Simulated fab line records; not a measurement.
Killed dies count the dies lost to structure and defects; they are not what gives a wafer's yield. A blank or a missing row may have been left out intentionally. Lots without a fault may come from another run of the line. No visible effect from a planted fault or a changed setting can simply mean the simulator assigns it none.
Struck lot and sound lot, side by side + flow n5-finfet + 15 steps out of a route of 1938
Sound: the wafers L652.2, L652.5, L652.6. Struck: wafer L661.2. (L661.6 of the same lot was not struck and is left out.) The cause comes at the end.
At each step with rows: each side's tool, then ch and its chambers, then its first start. Under that, the readings that differ: sound wafers + struck wafers + difference of the means + sigmas: that difference in standard deviations of wafers without a fault.
alike: a reading whose means differ by less than 2 such deviations, as well as words and numbers matching on both sides. not compared: withheld readings; readings where some wafer has no value; bounds like >300 that might hide an equal value; numbers whose values overlap and for which the record gives no deviation.
The two part at a step that has a row with sigmas, a row that says differs or no value, or rows on one side only. Numbers that don't overlap but have no deviation are shown without sigmas and don't part them. A reading missing from all wafers of one side parts the sides only when that side holds two or more wafers.

N5_BEOL_M7_TRENCH_ETCH_37: etches SiCOH lowk in C4F6/O2, target depth 93.478 nm, time 31.2 s.
  sound: rie-diel-05 ch 2,3; struck: rie-diel-02 ch 3
  alike: bias-w, drypump-motor-current-A, oes-product-au, rf-vpp-V, showerhead-plenum-p-Torr, throttle-valve-pct
  not compared: rf-hours-counter-h
N5_BEOL_M7_ETCH_41: etches SiCN in CH3F/O2, target depth 31.9 nm, time 57.8 s.
  sound: rie-diel-05 ch 2,3; struck: rie-diel-02 ch 3
  alike: CH3F_flow_sccm, bias-w, drypump-motor-current-A, oes-product-au, rf-vpp-V, showerhead-plenum-p-Torr, throttle-valve-pct
  not compared: rf-hours-counter-h
N5_BEOL_M7_STRIP_80: strips in N2/H2, time 10 s.
  sound: rie-diel-05 ch 2,3; struck: rie-diel-02 ch 3
  alike: drypump-motor-current-A, oes-product-au, rf-vpp-V, showerhead-plenum-p-Torr, throttle-valve-pct
  not compared: rf-hours-counter-h
N5_BEOL_M7_OCD_MEAS_38:
  sound on ocd-01 at day 10 11:39; struck on ocd-01 at day 14 03:15
  alike: trench-depth-nm
then, 4 steps without rows for these wafers: N5_BEOL_M7_HM_STRIP_39 (strips TiN in peroxide tin strip, target depth 25 nm, time 158 s); N5_BEOL_M7_SRD_40 (time 30 s); N5_BEOL_M7_PRECLEAN_42 (cleans in residue remover, time 60 s); N5_BEOL_M7_SRD_43 (time 30 s).
N5_BEOL_M7_CD_MEAS_35: the cd target is 40 nm.
  sound on cd-sem-03 at day 10 11:48; struck on cd-sem-01 at day 14 03:30
  alike: cd-nm
then, 1 step without rows for these wafers: N5_BEOL_M7_CURE_75 (cures SiCOH lowk, time 120 s).
N5_BEOL_M7_DEGAS_44: time 60 s.
  sound on pvd-sputter-01 at day 10 12:12; struck on pvd-sputter-01 at day 14 04:02
  alike: heater-power-w
then, 1 step without rows for these wafers: N5_BEOL_M7_PRE_CLEAN_45 (time 30 s).
N5_BEOL_M7_ALD_77: deposits TaN, target thk 2 nm, pulse time 2 s, purge time 3 s.
  sound on ald-metal-02 ch 1,2,3, day 10 12:32; struck on ald-metal-04 ch 0, day 14 04:08
| reading    | sound    | struck | difference | sigmas |
|------------|----------|--------|------------|--------|
| ald-cycles | 40 40 40 | 35     | -5         |        |
  alike: heater-power-outer-w, heater-power-w
N5_BEOL_M7_SURFACE_TREAT_79:
  sound on pvd-sputter-03 at day 10 13:42; struck on pvd-sputter-01 at day 14 04:29
  not compared: throttle-valve-pct
-- a jump in the record: the struck wafers' starts before and after are 3 days apart (it breaks off in module BEOL_M7 and resumes in module PASSIVATION, where the first step shown is number 1936 of the route) --
N5_PASSIVATION_PROBE_49:
  sound on prober-01 at day 13 16:25; struck on prober-01 at day 17 07:55
| reading              | sound    | struck | difference | sigmas |
|----------------------|----------|--------|------------|--------|
| sort_bin_8_speed (%) | 0 0 0.08 | 0      | +0         | -3     |
  alike: defect-limited-yield, killed_at_M0_to_M3, killed_at_M4_up, killed-at-contacts, killed-at-front-end, killed-at-other, killed-dies, killed-open, killed-short, sort_bin_5_function, sort_bin_6_memory, sort-n-pass, sort-yield-pct

WHERE THEY PART
Only at N5_PASSIVATION_PROBE_49, within this record.

WHY: the cause the simulator had injected
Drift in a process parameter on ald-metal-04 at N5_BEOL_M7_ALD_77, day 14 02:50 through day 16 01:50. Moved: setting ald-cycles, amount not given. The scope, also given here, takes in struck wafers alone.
